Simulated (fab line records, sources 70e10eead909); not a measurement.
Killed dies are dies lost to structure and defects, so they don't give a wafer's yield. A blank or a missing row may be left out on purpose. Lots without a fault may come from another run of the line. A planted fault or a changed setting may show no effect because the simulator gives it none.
Chamber matching | flow nand_harc | NHARC_A_STAIRCASE_TRIM_235 on rie_diel-03: 4 sister chambers
The step chemistry O2, time 211.2 s. 15 wafers are shown with their chamber, then 7 later ones without.

WAFERS WITH THEIR CHAMBER
wafer  | chamber | showerhead_plenum_p_Torr (Torr) | drypump_motor_current_A (A) | oes_product_au (a.u.)
L940.3 | 0       | 3.41                            | 5.2                         | 1.022
L940.4 | 3       | 3.33                            | 6.2                         | 1.001
L940.5 | 1       | 3.30                            | 5.7                         | 1.011
L942.2 | 3       | 3.32                            | 6.2                         | 1.003
L942.5 | 0       | 3.41                            | 5.3                         | 1.011
L942.6 | 1       | 3.29                            | 5.7                         | 1.001
L945.1 | 1       | 3.29                            | 5.7                         | 1.011
L945.3 | 3       | 3.32                            | 6.2                         | 1.001
L945.4 | 0       | 3.41                            | 5.3                         | 1.019
L947.1 | 0       | 3.40                            | 5.3                         | 1.022
L947.4 | 2       | 3.79                            | 5.3                         | 1.012
L947.6 | 3       | 3.32                            | 6.2                         | 1.003
L946.2 | 0       | 3.40                            | 5.3                         | 1.016
L946.5 | 1       | 3.29                            | 5.7                         | 0.999
L946.6 | 2       | 3.79                            | 5.3                         | 1.001

SIGNATURES (means of the wafers above)
reading                  | chamber 0 | chamber 1 | chamber 2 | chamber 3 | scatter within a chamber
showerhead_plenum_p_Torr | 3.4060    | 3.2925    | 3.7900    | 3.3225    | 0.00495
drypump_motor_current_A  | 5.280     | 5.700     | 5.300     | 6.200     | 0.027
oes_product_au           | 1.01800   | 1.00550   | 1.00650   | 1.00200   | 0.00499
Rule: a wafer's distance from a chamber is the root of the sum, over the readings, of the square of ((its reading less the chamber's mean) divided by the reading's scatter). The wafer belongs to the nearest chamber; if the next one is less than 2 further off, it can't be placed. The scatter: the root of (the sum of the squares of (reading less its chamber's mean) over the shown wafers, divided by (wafers less chambers)).

WAFERS WITHOUT THEIR CHAMBER
wafer  | showerhead_plenum_p_Torr (Torr) | drypump_motor_current_A (A) | oes_product_au (a.u.)
L948.4 | 3.40                            | 5.2                         | 1.012
L948.5 | 3.40                            | 5.3                         | 1.015
L948.6 | 3.32                            | 6.2                         | 1.006
L950.1 | 3.79                            | 5.3                         | 0.998
L950.2 | 3.40                            | 5.2                         | 1.013
L950.3 | 3.28                            | 5.7                         | 1.015
L957.3 | 3.31                            | 6.2                         | 0.999

WHICH CHAMBER EACH WENT THROUGH
wafer  | from the rows above | in truth
L948.4 | 0                   | 0
L948.5 | 0                   | 0
L948.6 | 3                   | 3
L950.1 | 2                   | 2
L950.2 | 0                   | 0
L950.3 | 1                   | 1
L957.3 | 3                   | 3
Placed correctly: 7 of 7. Can't be placed from these rows: 0. Placed wrongly: 0.
